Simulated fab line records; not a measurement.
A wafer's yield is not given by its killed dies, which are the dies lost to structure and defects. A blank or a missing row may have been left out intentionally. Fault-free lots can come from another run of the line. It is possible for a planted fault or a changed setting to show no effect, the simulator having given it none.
The tool behind it: which one? ; flow nand_harc ; 12 lots, 36 wafers sampled, at 5 steps of a route of 1302

WHAT EACH GAUGE READ, for each wafer
NHARC_A_BLC_CD_MEAS_19. Usual: 100 nm for cd_nm, sd 3.
lot;measured;on;cd_nm (nm);flag
L300;day 22 17:42;cd_sem-01;100 99 95;
L302;day 23 09:13;cd_sem-03;101 101 103;
L301;day 23 14:19;cd_sem-03;103 100 99;
L303;day 23 15:02;cd_sem-03;98 100 100;
L306;day 25 11:29;cd_sem-03;99 102 105;
L309;day 26 07:23;cd_sem-01;101 102 105;
L316;day 29 00:50;cd_sem-03;99 101 96;
L319;day 30 01:59;cd_sem-01;101 110 101;
L318;day 30 03:07;cd_sem-01;100 99 99;
L321;day 30 19:55;cd_sem-03;101 103 105;
L323;day 31 03:27;cd_sem-03;98 102 97;
L322;day 31 09:34;cd_sem-01;106 98 99;

NHARC_END_SORT_01. Usual: killed_at_array 56, standard deviation 19; killed_at_other 0.6, standard deviation 1; killed_at_periphery 3.9, standard deviation 2.7; killed_dies 61, standard deviation 19; killed_open 3.3, standard deviation 1.9; killed_short 2.4, standard deviation 1.7.
lot;measured;on;killed_at_array;killed_at_other;killed_at_periphery;killed_dies;killed_open;killed_short;flag
L306;day 27 21:47;prober-02;456 62 497;0 0 0;1 2 0;457 64 497;2 4 2;4 3 4;OFF
L309;day 28 06:38;prober-01;33 25 505;0 0 3;2 2 2;35 27 510;4 3 4;3 1 1;OFF

WHICH TOOL RAN EACH LOT (tool, then ch and the chambers of the sampled wafers, then the start)
lot;NHARC_A_CONTACT_ALD_18;NHARC_A_BLC_ETCH_16;NHARC_A_BLC_DEGAS_30
L300;ald_metal-02 ch 0,1,2, day 22 14:34;rie_diel-11 ch 0,3, day 22 16:50;pvd_sputter-03, day 22 18:18
L302;ald_metal-04 ch 0,2, day 23 06:04;rie_diel-11 ch 0,1, day 23 08:20;pvd_sputter-01, day 23 09:50
L301;ald_metal-04 ch 1,3, day 23 11:10;rie_diel-11 ch 1,3, day 23 13:26;pvd_sputter-01, day 23 14:55
L303;ald_metal-02 ch 0,1,3, day 23 11:59;rie_diel-07 ch 0,2, day 23 14:10;pvd_sputter-03, day 23 15:38
L306;ald_metal-03 ch 0,2,3, day 25 08:27;rie_diel-11 ch 0,1,2, day 25 10:37;pvd_sputter-02, day 25 12:05
L309;ald_metal-02 ch 0,1,3, day 26 04:14;rie_diel-11 ch 0,1, day 26 06:30;pvd_sputter-01, day 26 07:59
L316;ald_metal-03 ch 1,2,3, day 28 21:40;rie_diel-07 ch 0,2, day 28 23:56;pvd_sputter-03, day 29 01:26
L319;ald_metal-02 ch 0,3, day 29 22:50;rie_diel-11 ch 1,3, day 30 01:07;pvd_sputter-03, day 30 02:35
L318;ald_metal-04 ch 0,1,2, day 29 23:47;rie_diel-06 ch 0,3, day 30 02:04;pvd_sputter-02, day 30 03:43
L321;ald_metal-02 ch 1,2,3, day 30 16:52;rie_diel-11 ch 1,2,3, day 30 19:02;pvd_sputter-02, day 30 20:31
L323;ald_metal-02 ch 0,1,2, day 31 00:20;rie_diel-07 ch 0,2,3, day 31 02:35;pvd_sputter-01, day 31 04:04
L322;ald_metal-04 ch 0,1, day 31 06:31;rie_diel-11 ch 0,1,3, day 31 08:41;pvd_sputter-03, day 31 10:10
- NHARC_A_CONTACT_ALD_18: deposits TiN, target thk 3 nm, pulse time 1 s, ald cycles 150.
- NHARC_A_BLC_ETCH_16: etches the open film in CF4, target depth 39 nm, time 65 s.
- NHARC_A_BLC_DEGAS_30: time 60 s.

AS READ BY THE TOOLS THEMSELVES (means over the sampled wafers that have a number; for cases with no such wafer, the mark the record gives instead)
NHARC_A_CONTACT_ALD_18. Usual: heater_power_w 1040 W, standard deviation 68; precursor_pulse_height_rel 1.001, standard deviation 0.02; susceptor_temp_C 450.01 C, standard deviation 0.24.
lot;tool;heater_power_w (W);precursor_pulse_height_rel;susceptor_temp_C (C);flag
L300;ald_metal-02;1021;1.025;449.96;
L302;ald_metal-04;1058;1.008;450.02;
L301;ald_metal-04;1065;1.001;449.90;
L303;ald_metal-02;1041;1.002;-;OFF
L306;ald_metal-03;1033;1.015;450.04;
L309;ald_metal-02;1033;0.989;449.67;
L316;ald_metal-03;1004;1.011;449.81;
L319;ald_metal-02;1011;1.000;449.79;
L318;ald_metal-04;1006;0.989;450.00;
L321;ald_metal-02;1061;1.003;450.08;
L323;ald_metal-02;1028;0.986;450.06;
L322;ald_metal-04;1018;0.997;450.09;

NHARC_A_BLC_ETCH_16. Usual: drypump_motor_current_A 6.0 A, standard deviation 0.43; oes_product_au 0.999 a.u., standard deviation 0.015; rf_vpp_V 151.4 V, standard deviation 1.2; run_length_s 86.3 s, standard deviation 0.46; showerhead_plenum_p_Torr 1.77 Torr, standard deviation 0.067; throttle_valve_pct 13.284 %, standard deviation 0.0088.
lot;tool;drypump_motor_current_A (A);oes_product_au (a.u.);rf_vpp_V (V);run_length_s (s);showerhead_plenum_p_Torr (Torr);throttle_valve_pct (%);flag
L300;rie_diel-11;5.9;0.986;151.3;86.5;1.77;13.281;
L302;rie_diel-11;6.3;1.004;151.8;86.4;1.81;13.276;
L301;rie_diel-11;6.4;1.008;152.8;86.2;1.85;13.279;
L303;rie_diel-07;5.7;0.996;150.4;86.3;1.69;13.280;
L306;rie_diel-11;6.1;1.000;152.4;73.7;1.79;13.283;OFF
L309;rie_diel-11;6.0;0.988;151.3;79.8;1.77;13.268;OFF
L316;rie_diel-07;5.7;0.974;150.5;86.1;1.69;13.281;
L319;rie_diel-11;6.3;1.016;152.3;86.7;1.85;13.275;
L318;rie_diel-06;6.2;1.001;150.1;86.5;1.70;13.284;
L321;rie_diel-11;6.2;1.006;151.4;86.4;1.83;13.286;
L323;rie_diel-07;6.0;0.987;150.6;86.2;1.72;13.288;
L322;rie_diel-11;6.1;1.010;152.0;86.6;1.81;13.285;

NHARC_A_BLC_DEGAS_30. Usual: heater_power_w 487 W, standard deviation 52; susceptor_temp_C 299.97 C, standard deviation 0.19.
lot;tool;heater_power_w (W);susceptor_temp_C (C);flag
L300;pvd_sputter-03;532;299.96;
L302;pvd_sputter-01;488;299.92;
L301;pvd_sputter-01;463;299.87;
L303;pvd_sputter-03;484;299.82;
L306;pvd_sputter-02;496;-;OFF
L309;pvd_sputter-01;435;299.87;
L316;pvd_sputter-03;523;299.96;
L319;pvd_sputter-03;499;300.21;
L318;pvd_sputter-02;484;-;OFF
L321;pvd_sputter-02;498;-;OFF
L323;pvd_sputter-01;502;299.95;
L322;pvd_sputter-03;500;299.79;

THE ANSWER, worked out from the rows above alone
Rule: a lot counts as off when the mean over its wafers that have a number is more than 3 standard deviations away from the usual mean. A lot without any number at a reading at which 4 lots or more have one is off too. The other lots that the step has rows for count as sound. The gauges are gone through in route order, then the tools' own readings, and for those a lot's mean is taken as printed above. At the first step where some lot is off, the reading lying furthest off is the one used; lots without a number count as furthest.
Off at NHARC_END_SORT_01 (killed_at_array): L306, L309. Neither off nor sound, because the step has no rows for them: L300, L302, L301, L303, L316, L319, L318, L321, L323, L322.
If a tool, at a process step before that reading, ran all the lots that are off and no sound lot after the first of them, it fits. The gauges at NHARC_END_SORT_01 aren't tried: what is off there is off at NHARC_A_BLC_ETCH_16 too, on other tools, and a gauge's error can't cause that. One fits: NHARC_A_BLC_ETCH_16 on rie_diel-11. It ran no sound lot before its first lot that is off in this sample, so the start can't be narrowed down.

WHAT THE SIMULATOR PUT IN
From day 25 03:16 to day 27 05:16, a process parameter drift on rie_diel-11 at NHARC_A_BLC_ETCH_16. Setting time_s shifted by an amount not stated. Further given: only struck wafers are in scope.
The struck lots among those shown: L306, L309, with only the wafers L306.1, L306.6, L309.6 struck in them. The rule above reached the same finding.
